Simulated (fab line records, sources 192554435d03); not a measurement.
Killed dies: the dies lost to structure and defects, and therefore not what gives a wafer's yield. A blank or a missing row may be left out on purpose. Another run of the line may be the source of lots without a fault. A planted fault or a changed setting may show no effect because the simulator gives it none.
Matching of chambers + flow n5Finfet + N5_SDB_DESCUM_16 on rieDiel-02 has 4 sister chambers
The step chemistry O2, time 7.9 s. 4 wafers are shown with their chamber, then 9 later ones without.

EACH WAFER AND ITS CHAMBER
| wafer  | chamber | throttleValvePct (%) |
|--------|---------|----------------------|
| L083.1 | 1       | 19.87                |
| L083.2 | 0       | 20.39                |
| L086.1 | 2       | 20.44                |
| L086.5 | 3       | 20.57                |

WAFERS WHOSE CHAMBER IS MISSING
| wafer  | throttleValvePct (%) |
|--------|----------------------|
| L088.1 | 20.38                |
| L088.3 | 20.45                |
| L088.4 | 20.57                |
| L090.2 | 19.89                |
| L090.3 | 20.59                |
| L090.5 | 20.58                |
| L094.1 | 19.90                |
| L094.5 | 20.44                |
| L094.6 | 20.58                |

CHAMBER TAKEN BY EACH
| wafer  | from the rows above | in truth |
|--------|---------------------|----------|
| L088.1 | 0                   | 0        |
| L088.3 | 2                   | 2        |
| L088.4 | 3                   | 3        |
| L090.2 | 1                   | 1        |
| L090.3 | 3                   | 3        |
| L090.5 | 3                   | 3        |
| L094.1 | 1                   | 1        |
| L094.5 | 2                   | 2        |
| L094.6 | 3                   | 3        |
Correct placement for 9 of the 9. Number that these rows cannot place: 0. 0 placed wrongly.
How it was worked out, from the rows above alone: a wafer's distance from a chamber is the root of the sum, over the readings, of the square of ((its reading less the chamber's mean) divided by the reading's scatter). If the next closest chamber is less than 2 further off than the closest, the wafer can't be placed; otherwise it belongs to the closest. The mean given for a chamber averages the wafers shown for that chamber. The scatter: root of mean squared gap, hidden wafer to nearest shown wafer, with one shown wafer a chamber.
